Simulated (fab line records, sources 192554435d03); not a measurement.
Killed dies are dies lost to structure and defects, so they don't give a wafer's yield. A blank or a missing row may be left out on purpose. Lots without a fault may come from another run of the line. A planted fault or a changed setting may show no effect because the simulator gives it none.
fab line records | flow n5_finfet
record lots=24 wafers=72 last_day=17
route steps=1938 shown BEOL_M15@1785 MIM_TOP@1834
lots that met no fault: from a run of the same line without faults
start_h: hours from the record's first day to the start of the lot's first wafer shown | wait_h: hours since the lot's step before | " the same as in the row above | L1.1+2: a row that stands for several wafers | - no value, or no start given | * or withheld: withheld | < > ~ a bound
route shown NAME@n: a module of which the file shows steps, and the number in the route of the first | usual: mean/standard deviation of fault-free wafers | same: alike in all rows | chamber/n: place in a boat | sites: the reading at each site | _std_site: their standard deviation | _edge_site: outer sites' mean less inner sites' | radius_mm: how far each site lies from the wafer's centre | mask NAME#n: copy n | behind: the tool/chamber that last shaped the wafer | hold: why the lot was held/for how many hours/how that ended | device: the transistor (n, p or np) that didn't switch | end of line: the same wafers' tests at the end of the route | a step without rows: its recipe alone | killed: dies lost to structure and defects at the first sort, not the wafer's yield | map: a wafer's dies, x killed, . not, _ none there
set.NAME: the setting as run; set.NAME@STEP: as run at that earlier step | model.NAME: the simulator's own value behind a step, which no gauge read
steps of the route over a sample of lots; a table a step, a row a wafer
services: from which hour (start_h, from the record's first day; less than 0 if before it) a tool's chamber was out of use, for how many hours, and why
## steps
# step N5_BEOL_M15_INSPECT_12
# recipe mode=adi inspect_instrument=macro
# usual raw_defect_count=2.0/1.6
# columns lot.wafer tool chamber start_h wait_h raw_defect_count
L075.2 defect_inspect-01 - 263.18 0.0 3
L075.5 " - " " 1
L075.6 " - " " 3
L074.1 defect_inspect-01 - 265.64 0.0 5
L074.2 " - " " 3
L074.3 " - " " 0
L077.3 defect_inspect-01 - 268.82 0.0 2
L077.5 " - " " 4
L077.6 " - " " 1
L076.3 defect_inspect-02 - 271.62 0.0 3
L076.4 " - " " 0
L076.5 " - " " 5
L080.2 defect_inspect-02 - 284.68 0.0 2
L080.4 " - " " 3
L080.6 " - " " 2
L079.1 defect_inspect-01 - 286.01 0.0 1
L079.3 " - " " 0
L079.4 " - " " 5
L078.2 defect_inspect-02 - 288.43 0.0 1
L078.3 " - " " 1
L078.4 " - " " 2
L081.2 defect_inspect-01 - 293.88 0.0 4
L081.5 " - " " 1
L081.6 " - " " 0
L082.1 defect_inspect-01 - 301.33 0.0 4
L082.4 " - " " 1
L082.5 " - " " 0
L083.1 defect_inspect-02 - 310.75 0.0 2
L083.4 " - " " 0
L083.6 " - " " 2
L084.1 defect_inspect-02 - 319.43 0.0 3
L084.3 " - " " 1
L084.4 " - " " 2
L086.1 defect_inspect-02 - 319.81 0.2 1
L086.2 " - " " 4
L086.4 " - " " 1
L085.3 defect_inspect-02 - 322.52 0.0 0
L085.5 " - " " 1
L085.6 " - " " 1
L087.1 defect_inspect-01 - 339.56 0.0 3
L087.3 " - " " 1
L087.6 " - " " 1
L090.3 defect_inspect-01 - 347.89 0.0 1
L090.4 " - " " 5
L090.6 " - " " 2
L092.2 defect_inspect-02 - 349.12 0.0 2
L092.3 " - " " 3
L092.4 " - " " 4
L088.1 defect_inspect-01 - 349.15 0.0 0
L088.2 " - " " 1
L088.4 " - " " 1
L089.1 defect_inspect-01 - 365.56 0.0 0
L089.2 " - " " 2
L089.4 " - " " 2
L091.2 defect_inspect-02 - 372.80 0.0 2
L091.3 " - " " 1
L091.5 " - " " 3
L093.4 defect_inspect-02 - 375.42 0.0 3
L093.5 " - " " 1
L093.6 " - " " 1
L094.1 defect_inspect-01 - 384.66 0.0 0
L094.3 " - " " 1
L094.5 " - " " 4
L095.3 defect_inspect-01 - 386.97 0.0 4
L095.4 " - " " 3
L095.5 " - " " 1
L096.3 defect_inspect-02 - 396.18 0.0 1
L096.5 " - " " 1
L096.6 " - " " 2
L097.1 defect_inspect-02 - 400.28 0.0 1
L097.3 " - " " 0
L097.5 " - " " 1
# step N5_BEOL_M15_ETCH_61
# recipe chemistry=N2/H2 target=BARC target_depth_a=890 overetch_a=267 time_s=67.9 ion_energy_ev=200 pressure_mtorr=30 source_w=840 bias_w=150 n2_flow_sccm=200 h2_flow_sccm=200
# usual drypump_motor_current_A=5.8/0.38 oes_product_au=0.67/0.078 rf_vpp_V=523.0/2.9 showerhead_plenum_p_Torr=2.51/0.1 throttle_valve_pct=18.0/0.35
# columns lot.wafer tool chamber start_h wait_h drypump_motor_current_A oes_product_au rf_hours_counter_h rf_vpp_V showerhead_plenum_p_Torr throttle_valve_pct
L075.2 rie_diel-06 3 264.90 0.0 6.2 0.62 187 523.5 2.53 18.4
L075.5 " 2 " " 5.6 0.65 - 518.5 2.34 18.1
L075.6 " 3 " " 6.2 0.62 - 525.1 2.53 18.4
L074.1 rie_diel-06 2 267.17 0.0 5.6 0.66 160 517.0 2.34 18.0
L074.2 " 3 " " 6.2 0.62 187 523.1 2.52 18.4
L074.3 " 0 " " 5.7 0.63 185 523.9 2.54 18.2
L077.3 rie_diel-06 3 270.58 0.0 6.2 0.62 189 522.4 2.52 18.4
L077.5 " 2 " " 5.6 0.65 - 518.4 2.34 18.1
L077.6 " 0 " " 5.7 0.64 - 524.4 2.54 18.3
L076.3 rie_diel-01 0 273.37 0.0 6.2 0.59 237 520.9 2.40 18.1
L076.4 " 1 " " 6.1 0.60 - 523.3 2.49 18.1
L076.5 " 0 " " 6.2 0.59 - 520.6 2.40 18.2
L080.2 rie_diel-06 2 286.55 0.0 5.6 0.65 167 516.4 2.34 18.1
L080.4 " 0 " " 5.7 0.63 192 523.8 2.54 18.2
L080.6 " 1 " " 5.2 0.80 - 522.7 2.49 17.3
L079.1 rie_diel-06 3 287.72 0.0 6.2 0.61 195 523.5 2.52 18.4
L079.3 " 1 " " 5.2 0.80 4 522.8 2.49 17.3
L079.4 " 2 " " 5.6 0.66 168 516.9 2.34 18.1
L078.2 rie_diel-01 3 290.08 0.0 5.6 0.60 225 527.3 2.61 18.1
L078.3 " 1 " " 6.1 0.60 246 522.6 2.49 18.1
L078.4 " 2 " " 5.2 0.73 40 523.0 2.47 17.8
L081.2 rie_diel-06 0 295.41 0.0 5.7 0.62 195 522.4 2.54 18.3
L081.5 " 1 " " 5.2 0.79 - 522.5 2.49 17.3
L081.6 " 0 " " 5.7 0.62 - 523.5 2.54 18.3
L082.1 rie_diel-01 1 303.24 0.0 6.1 0.60 250 522.4 2.49 18.1
L082.4 " 0 " " 6.2 0.59 247 519.6 2.39 18.2
L082.5 " 0 " " 6.2 0.58 - 519.6 2.39 18.2
L083.1 rie_diel-01 2 312.40 0.0 5.3 0.73 48 522.0 2.47 17.8
L083.4 " 3 " " 5.6 0.59 - 525.0 2.60 18.1
L083.6 " 2 " " 5.3 0.73 - 521.6 2.47 17.8
L084.1 rie_diel-06 2 321.01 0.0 5.6 0.65 175 517.7 2.33 18.1
L084.3 " 1 " " 5.2 0.76 12 523.0 2.49 17.3
L084.4 " 3 " " 6.2 0.61 203 523.4 2.52 18.4
L086.1 rie_diel-06 3 321.52 0.0 6.2 0.61 203 524.4 2.52 18.4
L086.2 " 0 " " 5.7 0.61 202 524.5 2.53 18.3
L086.4 " 1 " " 5.2 0.78 13 522.8 2.49 17.3
L085.3 rie_diel-05 0 324.57 0.0 6.4 0.74 41 526.6 2.71 18.1
L085.5 " 3 " " 6.1 0.86 - 525.2 2.62 17.8
L085.6 " 0 " " 6.4 0.74 - 528.2 2.71 18.1
L087.1 rie_diel-01 1 341.37 0.0 6.1 0.81 6 524.0 2.48 17.7
L087.3 " 3 " " 5.6 0.58 245 525.3 2.60 18.1
L087.6 " 1 " " 6.1 0.81 - 522.2 2.48 17.7
L090.3 rie_diel-06 0 349.97 0.0 5.7 0.61 210 522.8 2.53 18.3
L090.4 " 1 " " 5.2 0.76 21 521.9 2.48 17.4
L090.6 " 2 " " 5.7 0.64 - 517.0 2.33 18.1
L092.2 rie_diel-06 1 351.08 0.0 5.2 0.75 22 522.5 2.48 17.4
L092.3 " 0 " " 5.7 0.60 211 524.3 2.53 18.3
L092.4 " 2 " " 5.7 0.65 184 517.7 2.33 18.1
L088.1 rie_diel-01 2 351.36 0.0 5.2 0.71 65 522.3 2.46 17.8
L088.2 " 1 " " 6.1 0.80 10 521.5 2.48 17.7
L088.4 " 0 " " 6.2 0.83 0 528.5 2.71 17.6
L089.1 rie_diel-05 3 367.09 0.0 6.2 0.81 12 524.7 2.62 17.8
L089.2 " 0 " " 6.4 0.72 53 528.3 2.71 18.1
L089.4 " 1 " " 6.1 0.59 226 522.3 2.51 17.8
L091.2 rie_diel-06 0 374.33 0.0 5.7 0.61 218 523.1 2.53 18.3
L091.3 " 3 " " 6.2 0.60 218 524.3 2.51 18.5
L091.5 " 3 " " 6.2 0.61 - 522.2 2.51 18.4
L093.4 rie_diel-05 3 377.07 0.0 6.1 0.81 15 523.6 2.61 17.8
L093.5 " 1 " " 6.0 0.59 - 524.2 2.50 17.7
L093.6 " 2 " " 6.2 0.74 - 527.4 2.69 17.2
L094.1 rie_diel-06 3 386.26 0.0 6.2 0.60 222 524.2 2.51 18.5
L094.3 " 0 " " 5.7 0.61 222 522.4 2.52 18.3
L094.5 " 2 " " 5.7 0.63 - 517.6 2.33 18.1
L095.3 rie_diel-05 0 389.02 0.0 6.4 0.71 59 528.5 2.70 18.2
L095.4 " 3 " " 6.1 0.80 20 525.5 2.61 17.8
L095.5 " 1 " " 6.1 0.59 - 523.4 2.50 17.8
L096.3 rie_diel-01 1 397.90 0.0 6.1 0.75 24 522.5 2.48 17.7
L096.5 " 2 " " 5.2 0.69 - 521.7 2.46 17.9
L096.6 " 3 " " 5.6 0.81 - 525.8 2.59 17.7
L097.1 rie_diel-01 2 402.02 0.0 5.2 0.69 81 522.2 2.46 17.9
L097.3 " 3 " " 5.6 0.80 10 525.7 2.59 17.8
L097.5 " 1 " " 6.1 0.76 - 521.6 2.48 17.7
# step N5_BEOL_M15_TRENCH_ETCH_34
# recipe chemistry=C4F8/O2/Ar target=SiO2 target_depth_a=8729.3 he_inner_torr=15 he_outer_torr=30 time_s=199 ion_energy_ev=800 pressure_mtorr=20 source_w=1905 bias_w=2040 Ar_flow_sccm=400 C4F8_flow_sccm=16 O2_flow_sccm=12
# usual drypump_motor_current_A=5.8/0.39 oes_product_au=0.79/0.098 rf_vpp_V=2216/27 showerhead_plenum_p_Torr=3.40/0.13 throttle_valve_pct=31.0/0.35
# columns lot.wafer tool chamber start_h wait_h drypump_motor_current_A oes_product_au rf_hours_counter_h rf_vpp_V showerhead_plenum_p_Torr throttle_valve_pct
L075.2 rie_diel-06 3 264.95 0.0 6.2 0.71 187 2221 3.41 31.4
L075.5 " 2 " " 5.7 0.78 - 2191 3.17 31.1
L075.6 " 3 " " 6.2 0.71 - 2221 3.41 31.4
L074.1 rie_diel-06 2 267.22 0.0 5.6 0.77 160 2192 3.17 31.0
L074.2 " 3 " " 6.2 0.71 188 2222 3.41 31.4
L074.3 " 0 " " 5.7 0.72 185 2191 3.43 31.1
L077.3 rie_diel-06 3 270.63 0.0 6.2 0.72 189 2220 3.41 31.4
L077.5 " 2 " " 5.7 0.77 - 2192 3.17 31.0
L077.6 " 0 " " 5.7 0.72 - 2189 3.43 31.1
L076.3 rie_diel-01 0 273.42 0.0 6.2 0.69 237 2219 3.27 31.2
L076.4 " 1 " " 6.1 0.68 - 2222 3.39 31.1
L076.5 " 0 " " 6.2 0.69 - 2218 3.27 31.2
L080.2 rie_diel-06 2 286.60 0.0 5.7 0.78 167 2190 3.17 31.1
L080.4 " 0 " " 5.7 0.72 192 2189 3.43 31.2
L080.6 " 1 " " 5.2 0.94 - 2201 3.36 30.2
L079.1 rie_diel-06 3 287.78 0.0 6.2 0.71 195 2220 3.41 31.4
L079.3 " 1 " " 5.2 0.94 4 2201 3.36 30.2
L079.4 " 2 " " 5.7 0.77 168 2191 3.17 31.1
L078.2 rie_diel-01 3 290.13 0.0 5.6 0.69 225 2214 3.56 31.3
L078.3 " 1 " " 6.1 0.67 246 2222 3.38 31.1
L078.4 " 2 " " 5.2 0.85 40 2239 3.35 30.9
L081.2 rie_diel-06 0 295.46 0.0 5.7 0.72 195 2190 3.43 31.2
L081.5 " 1 " " 5.2 0.93 - 2200 3.36 30.2
L081.6 " 0 " " 5.7 0.72 - 2190 3.43 31.2
L082.1 rie_diel-01 1 303.29 0.0 6.1 0.67 250 2221 3.38 31.1
L082.4 " 0 " " 6.2 0.68 247 2217 3.27 31.2
L082.5 " 0 " " 6.2 0.68 - 2218 3.27 31.2
L083.1 rie_diel-01 2 312.46 0.0 5.2 0.85 48 2240 3.35 30.9
L083.4 " 3 " " 5.7 0.68 - 2214 3.55 31.3
L083.6 " 2 " " 5.2 0.86 - 2240 3.35 30.9
L084.1 rie_diel-06 2 321.06 0.0 5.7 0.76 175 2191 3.17 31.1
L084.3 " 1 " " 5.2 0.91 12 2201 3.36 30.3
L084.4 " 3 " " 6.2 0.71 203 2220 3.40 31.5
L086.1 rie_diel-06 3 321.57 0.0 6.2 0.70 203 2219 3.40 31.4
L086.2 " 0 " " 5.7 0.72 202 2189 3.42 31.2
L086.4 " 1 " " 5.2 0.91 13 2201 3.36 30.2
L085.3 rie_diel-05 0 324.62 0.0 6.4 0.87 41 2214 3.61 31.1
L085.5 " 3 " " 6.2 1.03 - 2277 3.53 30.9
L085.6 " 0 " " 6.4 0.87 - 2216 3.61 31.1
L087.1 rie_diel-01 1 341.42 0.0 6.1 0.93 6 2221 3.38 30.9
L087.3 " 3 " " 5.6 0.68 245 2213 3.54 31.3
L087.6 " 1 " " 6.1 0.93 - 2221 3.38 30.9
L090.3 rie_diel-06 0 350.03 0.0 5.7 0.71 210 2189 3.42 31.2
L090.4 " 1 " " 5.2 0.88 21 2201 3.35 30.2
L090.6 " 2 " " 5.7 0.76 - 2189 3.16 31.1
L092.2 rie_diel-06 1 351.13 0.0 5.2 0.89 22 2199 3.35 30.2
L092.3 " 0 " " 5.7 0.70 211 2188 3.42 31.2
L092.4 " 2 " " 5.6 0.75 184 2190 3.16 31.1
L088.1 rie_diel-01 2 351.41 0.0 5.2 0.84 65 2238 3.34 30.9
L088.2 " 1 " " 6.1 0.93 10 2220 3.38 30.9
L088.4 " 0 " " 6.2 0.96 0 2256 3.66 30.7
L089.1 rie_diel-05 3 367.14 0.0 6.2 0.97 13 2277 3.52 30.9
L089.2 " 0 " " 6.5 0.84 53 2215 3.60 31.1
L089.4 " 1 " " 6.0 0.70 226 2201 3.40 30.7
L091.2 rie_diel-06 0 374.38 0.0 5.7 0.71 218 2187 3.42 31.2
L091.3 " 3 " " 6.2 0.69 218 2218 3.39 31.5
L091.5 " 3 " " 6.2 0.69 - 2219 3.39 31.5
L093.4 rie_diel-05 3 377.12 0.0 6.2 0.96 15 2278 3.52 31.0
L093.5 " 1 " " 6.0 0.70 - 2202 3.40 30.7
L093.6 " 2 " " 6.2 0.90 - 2296 3.64 30.4
L094.1 rie_diel-06 3 386.31 0.0 6.2 0.69 222 2218 3.39 31.4
L094.3 " 0 " " 5.7 0.71 222 2188 3.41 31.2
L094.5 " 2 " " 5.7 0.75 - 2191 3.16 31.1
L095.3 rie_diel-05 0 389.07 0.0 6.4 0.84 60 2215 3.60 31.1
L095.4 " 3 " " 6.2 0.96 20 2278 3.52 31.0
L095.5 " 1 " " 6.0 0.70 - 2201 3.40 30.7
L096.3 rie_diel-01 1 397.95 0.0 6.1 0.88 24 2221 3.37 30.9
L096.5 " 2 " " 5.2 0.81 - 2239 3.33 30.9
L096.6 " 3 " " 5.6 0.96 - 2212 3.54 31.1
L097.1 rie_diel-01 2 402.07 0.0 5.2 0.81 81 2238 3.33 30.9
L097.3 " 3 " " 5.6 0.95 10 2213 3.54 31.2
L097.5 " 1 " " 6.1 0.89 - 2219 3.37 30.9
# step N5_BEOL_M15_SPUTTER_43
# recipe material=TaN target_thk_a=150 temp_c=50 bias_v=168.6 power_w=15000 chamber_pressure_pa=0.12 time_s=24.19
# usual throttle_valve_pct=29.8/1.1
# columns lot.wafer tool chamber start_h wait_h throttle_valve_pct
L075.2 pvd_sputter-03 - 270.42 0.0 29.4
L075.5 " - " " 29.5
L075.6 " - " " 31.3
L074.1 pvd_sputter-02 - 270.94 0.0 30.3
L074.2 " - " " 30.1
L074.3 " - " " 29.6
L077.3 pvd_sputter-01 - 271.41 0.0 29.0
L077.5 " - " " 29.0
L077.6 " - " " 28.9
L076.3 pvd_sputter-03 - 276.40 0.0 29.3
L076.4 " - " " 28.2
L076.5 " - " " 31.5
L080.2 pvd_sputter-03 - 293.43 0.0 29.2
L080.4 " - " " 31.4
L080.6 " - " " 31.5
L078.2 pvd_sputter-03 - 293.83 0.0 31.3
L078.3 " - " " 29.5
L078.4 " - " " 31.5
L079.1 pvd_sputter-01 - 293.91 0.0 30.8
L079.3 " - " " 28.8
L079.4 " - " " 29.1
L081.2 pvd_sputter-02 - 300.36 0.0 30.5
L081.5 " - " " 29.4
L081.6 " - " " 29.1
L082.1 pvd_sputter-02 - 307.04 0.0 30.5
L082.4 " - " " 29.3
L082.5 " - " " 30.5
L083.1 pvd_sputter-01 - 316.19 0.0 28.9
L083.4 " - " " 29.1
L083.6 " - " " 28.9
L084.1 pvd_sputter-02 - 331.58 0.0 30.5
L084.3 " - " " 29.3
L084.4 " - " " 29.1
L086.1 pvd_sputter-01 - 334.31 0.0 29.1
L086.2 " - " " 28.8
L086.4 " - " " 28.8
L085.3 pvd_sputter-03 - 335.55 0.0 29.5
L085.5 " - " " 28.4
L085.6 " - " " 29.6
L087.1 pvd_sputter-03 - 342.67 0.0 31.5
L087.3 " - " " 29.5
L087.6 " - " " 31.7
L090.3 pvd_sputter-03 - 350.96 0.0 28.1
L090.4 " - " " 31.5
L090.6 " - " " 29.6
L092.2 pvd_sputter-02 - 353.70 0.0 30.2
L092.3 " - " " 29.3
L092.4 " - " " 29.3
L088.1 pvd_sputter-01 - 354.61 0.0 28.8
L088.2 " - " " 28.9
L088.4 " - " " 28.6
L089.1 pvd_sputter-02 - 370.81 0.0 30.4
L089.2 " - " " 29.4
L089.4 " - " " 30.3
L091.2 pvd_sputter-01 - 378.15 0.0 28.7
L091.3 " - " " 29.1
L091.5 " - " " 28.6
L093.4 pvd_sputter-01 - 378.93 0.0 28.8
L093.5 " - " " 29.0
L093.6 " - " " 30.9
L094.1 pvd_sputter-03 - 388.20 0.0 31.7
L094.3 " - " " 31.6
L094.5 " - " " 31.5
L095.3 pvd_sputter-01 - 393.16 0.0 28.9
L095.4 " - " " 29.0
L095.5 " - " " 28.8
L096.3 pvd_sputter-02 - 399.41 0.0 30.4
L096.5 " - " " 29.3
L096.6 " - " " 30.5
L097.1 pvd_sputter-03 - 403.47 0.0 27.9
L097.3 " - " " 31.2
L097.5 " - " " 31.1
# step N5_BEOL_M15_THK_MEAS_50
# recipe thk_meas_gauge=xrf reads=Cu_of_BEOL_M15_ECD_47
# usual M15_THK=838/20
# columns lot.wafer tool chamber start_h wait_h M15_THK[nm]
L075.2 film_metro-01 - 271.53 - 831
L075.5 " - " " 856
L075.6 " - " " 836
L074.1 film_metro-02 - 272.34 - 848
L074.2 " - " " 820
L074.3 " - " " 814
L077.3 film_metro-02 - 272.62 - 820
L077.5 " - " " 838
L077.6 " - " " 805
L076.3 film_metro-01 - 277.52 - 832
L076.4 " - " " 791
L076.5 " - " " 832
L080.2 film_metro-01 - 294.54 - 850
L080.4 " - " " 820
L080.6 " - " " 865
L078.2 film_metro-02 - 295.02 - 828
L078.3 " - " " 774
L078.4 " - " " 828
L079.1 film_metro-02 - 295.25 - 826
L079.3 " - " " 855
L079.4 " - " " 857
L081.2 film_metro-01 - 301.49 - 806
L081.5 " - " " 852
L081.6 " - " " 815
L082.1 film_metro-01 - 308.37 - 794
L082.4 " - " " 830
L082.5 " - " " 820
L083.1 film_metro-01 - 317.76 - 858
L083.4 " - " " 848
L083.6 " - " " 860
L084.1 film_metro-01 - 332.69 - 838
L084.3 " - " " 850
L084.4 " - " " 826
L086.1 film_metro-02 - 335.47 - 815
L086.2 " - " " 815
L086.4 " - " " 855
L085.3 film_metro-01 - 336.66 - 848
L085.5 " - " " 868
L085.6 " - " " 852
L087.1 film_metro-01 - 344.49 - 824
L087.3 " - " " 831
L087.6 " - " " 827
L090.3 film_metro-02 - 354.18 - 822
L090.4 " - " " 855
L090.6 " - " " 853
L092.2 film_metro-01 - 355.53 - 853
L092.3 " - " " 813
L092.4 " - " " 851
L088.1 film_metro-01 - 355.90 - 856
L088.2 " - " " 851
L088.4 " - " " 831
L089.1 film_metro-02 - 371.98 - 857
L089.2 " - " " 826
L089.4 " - " " 826
L091.2 film_metro-01 - 379.26 - 823
L091.3 " - " " 821
L091.5 " - " " 820
L093.4 film_metro-01 - 380.34 - 884
L093.5 " - " " 847
L093.6 " - " " 884
L094.1 film_metro-01 - 389.51 - 822
L094.3 " - " " 828
L094.5 " - " " 852
L095.3 film_metro-02 - 394.29 - 846
L095.4 " - " " 884
L095.5 " - " " 832
L096.3 film_metro-02 - 400.72 - 829
L096.5 " - " " 835
L096.6 " - " " 862
L097.1 film_metro-02 - 404.58 - 832
L097.3 " - " " 856
L097.5 " - " " 828
# step N5_MIM_TOP_ALD_00
# recipe material=Al2O3 target_thk_a=* temp_c=withheld ald_precursor_family=TMA ald_co_reactant=O3 pulse_time_s=withheld purge_time_s=3 co_reactant_purge_time_s=withheld co_reactant_pulse_time_s=3 ald_cycles=withheld
# usual precursor_pulse_height_rel=1.001/0.02
# columns lot.wafer tool chamber start_h wait_h precursor_pulse_height_rel
L075.2 ald_hk-01 3 274.08 0.1 0.988
L075.5 " 1 " " 1.035
L075.6 " 0 " " 1.025
L074.1 ald_hk-01 0 275.86 0.1 1.012
L074.2 " 3 " " 1.012
L074.3 " 2 " " 1.011
L077.3 ald_hk-03 0 276.00 0.1 1.014
L077.5 " 2 " " 0.994
L077.6 " 3 " " 0.980
L076.3 ald_hk-02 2 279.70 0.1 0.994
L076.4 " 1 " " 1.006
L076.5 " 0 " " 1.011
L080.2 ald_hk-03 3 298.21 0.1 1.007
L080.4 " 2 " " 1.021
L080.6 " 0 " " 1.016
L078.2 ald_hk-01 2 298.63 0.1 1.006
L078.3 " 1 " " 0.992
L078.4 " 0 " " 0.994
L079.1 ald_hk-02 2 298.95 0.1 0.993
L079.3 " 1 " " 1.000
L079.4 " 3 " " 0.976
L081.2 ald_hk-02 0 304.33 0.1 0.954
L081.5 " 3 " " 0.993
L081.6 " 0 " " 1.019
L082.1 ald_hk-03 2 310.64 0.1 1.001
L082.4 " 1 " " 1.009
L082.5 " 1 " " 1.027
L083.1 ald_hk-02 0 320.29 0.1 1.020
L083.4 " 3 " " 0.997
L083.6 " 1 " " 1.010
L084.1 ald_hk-03 0 334.77 0.1 0.975
L084.3 " 3 " " 1.034
L084.4 " 2 " " 0.963
L086.1 ald_hk-03 1 337.55 0.1 0.984
L086.2 " 3 " " 1.016
L086.4 " 2 " " 0.986
L085.3 ald_hk-01 1 338.53 0.1 0.984
L085.5 " 1 " " 1.002
L085.6 " 2 " " 0.980
L087.1 ald_hk-01 0 346.47 0.1 0.998
L087.3 " 2 " " 0.963
L087.6 " 2 " " 0.995
L090.3 ald_hk-03 1 357.25 0.1 1.048
L090.4 " 2 " " 0.973
L090.6 " 3 " " 0.993
L092.2 ald_hk-03 0 359.77 0.1 1.002
L092.3 " 3 " " 1.010
L092.4 " 1 " " 1.007
L088.1 ald_hk-01 2 359.99 0.1 0.992
L088.2 " 0 " " 0.985
L088.4 " 3 " " 1.004
L089.1 ald_hk-02 3 373.77 0.1 0.968
L089.2 " 0 " " 0.985
L089.4 " 2 " " 0.969
L091.2 ald_hk-02 2 381.61 0.1 0.998
L091.3 " 1 " " 1.011
L091.5 " 2 " " 1.005
L093.4 ald_hk-01 3 381.87 0.1 0.991
L093.5 " 0 " " 1.018
L093.6 " 3 " " 0.967
L094.1 ald_hk-02 0 391.16 0.1 1.002
L094.3 " 1 " " 1.002
L094.5 " 2 " " 0.990
L095.3 ald_hk-03 1 397.82 0.1 1.012
L095.4 " 3 " " 1.031
L095.5 " 0 " " 0.970
L096.3 ald_hk-01 1 403.01 0.1 1.008
L096.5 " 0 " " 1.043
L096.6 " 3 " " 1.017
L097.1 ald_hk-01 3 407.09 0.1 0.973
L097.3 " 0 " " 1.007
L097.5 " 1 " " 0.976
## services
# columns tool chamber start_h hours kind
rie_diel-05 1 244.64 5.5 repair
rie_diel-01 0 249.43 3.8 repair
ald_hk-03 - 258.92 8.7 pm
rie_diel-06 1 259.30 - clean
rie_diel-06 1 259.30 - consumable_replace:focus_ring
rie_diel-06 1 259.30 16.3 scheduled_down
rie_diel-06 1 259.30 16.3 vent_cycle
rie_diel-01 2 265.90 16.8 repair
rie_diel-01 1 303.50 - clean
rie_diel-01 1 303.50 - consumable_replace:focus_ring
rie_diel-01 1 303.50 23.9 scheduled_down
rie_diel-01 1 303.50 23.9 vent_cycle
pvd_sputter-02 - 322.06 8.6 repair
rie_diel-01 0 327.72 - clean
rie_diel-01 0 327.72 - consumable_replace:focus_ring
rie_diel-01 0 327.72 - consumable_replace:showerhead
ald_hk-01 - 342.42 2.8 pm
rie_diel-01 3 354.42 - clean
rie_diel-01 3 354.42 - consumable_replace:focus_ring
pvd_sputter-02 - 354.74 5.9 repair
pvd_sputter-03 - 364.90 3.4 repair
rie_diel-05 - 370.65 0.8 repair
rie_diel-06 2 372.79 4.4 repair
rie_diel-05 0 404.30 1.6 repair
## key
fault none
